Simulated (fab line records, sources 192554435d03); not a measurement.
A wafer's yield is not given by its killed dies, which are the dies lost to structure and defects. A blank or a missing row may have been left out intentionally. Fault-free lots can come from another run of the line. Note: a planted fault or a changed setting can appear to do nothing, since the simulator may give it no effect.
The same fault as seen by 3 desks || flow n5_finfet || what lay behind the numbers comes last; until then each desk has only its own

THE DEFECT DESK
Inspection counts along the route, by lot: the mean over sampled wafers that carry a number. A lot is out of limits, marked OUT, if its mean lies more than 4 standard deviations from the usual mean; the brackets give that distance.
Columns: A = raw_defect_count at N5_BEOL_M0_SAQP_INSPECT_42, usual 352
{"lot": "L291", "first seen here": "day 6 08:20", "A": 455}
{"lot": "L294", "first seen here": "day 7 03:16", "A": 311}
{"lot": "L297", "first seen here": "day 7 18:48", "A": 232}
{"lot": "L298", "first seen here": "day 7 22:41", "A": 350}
{"lot": "L302", "first seen here": "day 8 21:16", "A": 230}
{"lot": "L303", "first seen here": "day 9 04:49", "A": 438}
{"lot": "L307", "first seen here": "day 10 07:35", "A": 261}
This desk's finding: nothing out of limits on any of the 7 lots.

THE TOOL OWNER'S DESK: rie_diel-04
The tool's own readings at N5_BEOL_M0_SAQP_DESCUM_45 (chemistry O2, time 7 s): means of the sampled wafers that have a number, for each lot that ran on this tool. A lot is out of limits, marked OUT, if its mean lies more than 4 standard deviations from the usual mean; the brackets give that distance.
Columns: A = drypump_motor_current_A at N5_BEOL_M0_SAQP_DESCUM_45, usual 5.8 A; B = o2_flow_sccm at N5_BEOL_M0_SAQP_DESCUM_45, usual 225.1 sccm; C = oes_product_au at N5_BEOL_M0_SAQP_DESCUM_45, usual 0.75 a.u.; D = rf_fwd_power_W at N5_BEOL_M0_SAQP_DESCUM_45, usual 49.38 W; E = rf_vpp_V at N5_BEOL_M0_SAQP_DESCUM_45, usual 243.0 V; F = showerhead_plenum_p_Torr at N5_BEOL_M0_SAQP_DESCUM_45, usual 2.08 Torr; G = throttle_valve_pct at N5_BEOL_M0_SAQP_DESCUM_45, usual 20.57 %
{"lot": "L294", "first seen here": "day 7 03:19", "A": 6.1, "B": 224.7, "C": 0.73, "D": 49.40, "E": 242.9, "F": 2.03, "G": 20.66}
{"lot": "L297", "first seen here": "day 7 18:54", "A": 6.2, "B": 224.4, "C": 0.73, "D": 49.42, "E": 242.2, "F": 1.99, "G": 20.70}
{"lot": "L302", "first seen here": "day 8 21:17", "A": 6.1, "B": 224.8, "C": 0.72, "D": 49.53, "E": 242.1, "F": 1.98, "G": 20.71}
{"lot": "L303", "first seen here": "day 9 04:50", "A": 5.6, "B": 224.9, "C": 0.73, "D": 49.05, "E": 242.8, "F": 2.11, "G": 20.62}
This desk's finding: nothing out of limits on any of the 4 lots.

METROLOGY DESK
What the gauges read for every lot (on any tool): the sampled wafers with a number, averaged. A lot is out of limits, marked OUT, if its mean lies more than 4 standard deviations from the usual mean; the brackets give that distance. Of its 12 readings 7 are shown: those that lie furthest out on some lot.
Columns: A = cd_nm at N5_BEOL_M0_SAQP_CD_MEAS_40, usual 29.98 nm; B = M0_CUT1_OVL at N5_BEOL_M0_SAQP_OVL_MEAS_41, usual 0.1 nm; C = DIBL_N at N5_BEOL_M4_RC_MEAS_101, usual 36.3 mV/V; D = IOFF_P at N5_BEOL_M4_RC_MEAS_101, usual 0.22 nA/um; E = ION_N at N5_BEOL_M4_RC_MEAS_101, usual 675 uA/um; F = ION_P at N5_BEOL_M4_RC_MEAS_101, usual 465 uA/um; G = VT_P at N5_BEOL_M4_RC_MEAS_101, usual -249 mV
{"lot": "L291", "first seen here": "day 6 08:14", "A": 30.05, "B": 1.2, "C": 36.2, "D": 0.19, "E": 678, "F": 457, "G": -251}
{"lot": "L294", "first seen here": "day 7 03:11", "A": 30.17, "B": -0.0, "C": 36.0, "D": 0.20, "E": 670, "F": 463, "G": -252}
{"lot": "L297", "first seen here": "day 7 18:43", "A": 30.38, "B": -1.1, "C": 38.3, "D": 0.24, "E": 681, "F": 472, "G": -248}
{"lot": "L298", "first seen here": "day 7 22:36", "A": 29.90, "B": 1.0, "C": 33.1, "D": 0.19, "E": 661, "F": 460, "G": -247}
{"lot": "L302", "first seen here": "day 8 21:10", "A": 29.81, "B": -0.1, "C": 35.1, "D": 0.20, "E": 672, "F": 458, "G": -252}
{"lot": "L303", "first seen here": "day 9 04:43", "A": 29.88, "B": -0.1, "C": 36.5, "D": 0.21, "E": 671, "F": 459, "G": -252}
{"lot": "L307", "first seen here": "day 10 07:29", "A": 30.06, "B": 0.5, "C": 35.8, "D": 0.16, "E": 660, "F": 448, "G": -257}
This desk's finding: nothing out of limits on any of the 7 lots.

BROUGHT TOGETHER
Nothing the defect desk looked at was out of limits.
The desk of the tool owner found nothing out of limits.
At the metrology desk, nothing out of limits was observed.

WHAT WAS PUT IN BY THE SIMULATOR
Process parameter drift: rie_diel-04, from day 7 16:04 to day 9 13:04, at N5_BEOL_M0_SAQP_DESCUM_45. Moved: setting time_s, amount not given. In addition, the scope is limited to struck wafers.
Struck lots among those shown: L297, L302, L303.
